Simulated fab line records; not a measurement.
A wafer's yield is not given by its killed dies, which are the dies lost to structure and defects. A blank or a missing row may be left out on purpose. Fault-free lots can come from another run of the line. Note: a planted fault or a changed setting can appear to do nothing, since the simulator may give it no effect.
Matching of chambers :: flow n5-finfet :: 4 sister chambers for N5_BEOL_M2_DESCUM_33 on rie-diel-02
The step chemistry O2, time 7 s. 8 wafers are shown with their chamber, then 12 later ones without.

WAFERS WITH THEIR CHAMBER
wafer: L086.1
chamber: 1
throttle-valve-pct (%): 20.50
showerhead-plenum-p-Torr (Torr): 1.97

wafer: L087.1
chamber: 2
throttle-valve-pct (%): 20.41
showerhead-plenum-p-Torr (Torr): 1.99

wafer: L091.1
chamber: 1
throttle-valve-pct (%): 20.15
showerhead-plenum-p-Torr (Torr): 2.24

wafer: L091.2
chamber: 3
throttle-valve-pct (%): 20.13
showerhead-plenum-p-Torr (Torr): 2.14

wafer: L091.3
chamber: 0
throttle-valve-pct (%): 20.29
showerhead-plenum-p-Torr (Torr): 2.11

wafer: L091.4
chamber: 2
throttle-valve-pct (%): 20.43
showerhead-plenum-p-Torr (Torr): 1.99

wafer: L091.5
chamber: 3
throttle-valve-pct (%): 20.13
showerhead-plenum-p-Torr (Torr): 2.14

wafer: L091.6
chamber: 0
throttle-valve-pct (%): 20.29
showerhead-plenum-p-Torr (Torr): 2.11

WAFERS MISSING THEIR CHAMBER
wafer: L093.4
throttle-valve-pct (%): 20.16
showerhead-plenum-p-Torr (Torr): 2.24

wafer: L093.5
throttle-valve-pct (%): 20.30
showerhead-plenum-p-Torr (Torr): 2.11

wafer: L093.6
throttle-valve-pct (%): 20.15
showerhead-plenum-p-Torr (Torr): 2.24

wafer: L094.1
throttle-valve-pct (%): 20.43
showerhead-plenum-p-Torr (Torr): 1.99

wafer: L094.3
throttle-valve-pct (%): 20.17
showerhead-plenum-p-Torr (Torr): 2.23

wafer: L094.5
throttle-valve-pct (%): 20.30
showerhead-plenum-p-Torr (Torr): 2.11

wafer: L095.3
throttle-valve-pct (%): 20.32
showerhead-plenum-p-Torr (Torr): 2.11

wafer: L095.4
throttle-valve-pct (%): 20.17
showerhead-plenum-p-Torr (Torr): 2.23

wafer: L095.5
throttle-valve-pct (%): 20.43
showerhead-plenum-p-Torr (Torr): 1.99

wafer: L096.3
throttle-valve-pct (%): 20.16
showerhead-plenum-p-Torr (Torr): 2.23

wafer: L096.5
throttle-valve-pct (%): 20.44
showerhead-plenum-p-Torr (Torr): 1.98

wafer: L096.6
throttle-valve-pct (%): 20.15
showerhead-plenum-p-Torr (Torr): 2.14

WHICH CHAMBER EACH WENT THROUGH
wafer: L093.4
from the rows above: can't be placed: 3 or 0 or 1
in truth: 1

wafer: L093.5
from the rows above: can't be placed: 0 or 1 or 3 or 2
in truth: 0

wafer: L093.6
from the rows above: can't be placed: 3 or 0 or 1
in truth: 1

wafer: L094.1
from the rows above: can't be placed: 2 or 1 or 0
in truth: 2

wafer: L094.3
from the rows above: can't be placed: 3 or 0 or 1
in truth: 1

wafer: L094.5
from the rows above: can't be placed: 0 or 1 or 3 or 2
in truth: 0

wafer: L095.3
from the rows above: can't be placed: 1 or 0 or 2 or 3
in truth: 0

wafer: L095.4
from the rows above: can't be placed: 3 or 0 or 1
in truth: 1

wafer: L095.5
from the rows above: can't be placed: 2 or 1 or 0
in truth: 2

wafer: L096.3
from the rows above: can't be placed: 3 or 0 or 1
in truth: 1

wafer: L096.5
from the rows above: can't be placed: 2 or 1 or 0
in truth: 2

wafer: L096.6
from the rows above: can't be placed: 3 or 0 or 1
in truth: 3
Correctly placed: 0 of 12. From these rows, 12 cannot be placed; in 12 the true chamber is one of the candidates. Wrongly placed: 0.
How it was worked out, from the rows above alone: a wafer's distance from a chamber is the root of the sum, over the readings, of the square of ((its reading less the chamber's mean) divided by the reading's scatter). The wafer belongs to the nearest chamber; if the next one is less than 2 further off, it can't be placed. A chamber's mean is the mean of its shown wafers. How the scatter is found: for the shown wafers, subtract from each reading the mean of its chamber, square and add these, divide the total by (wafers less chambers), then take the root.
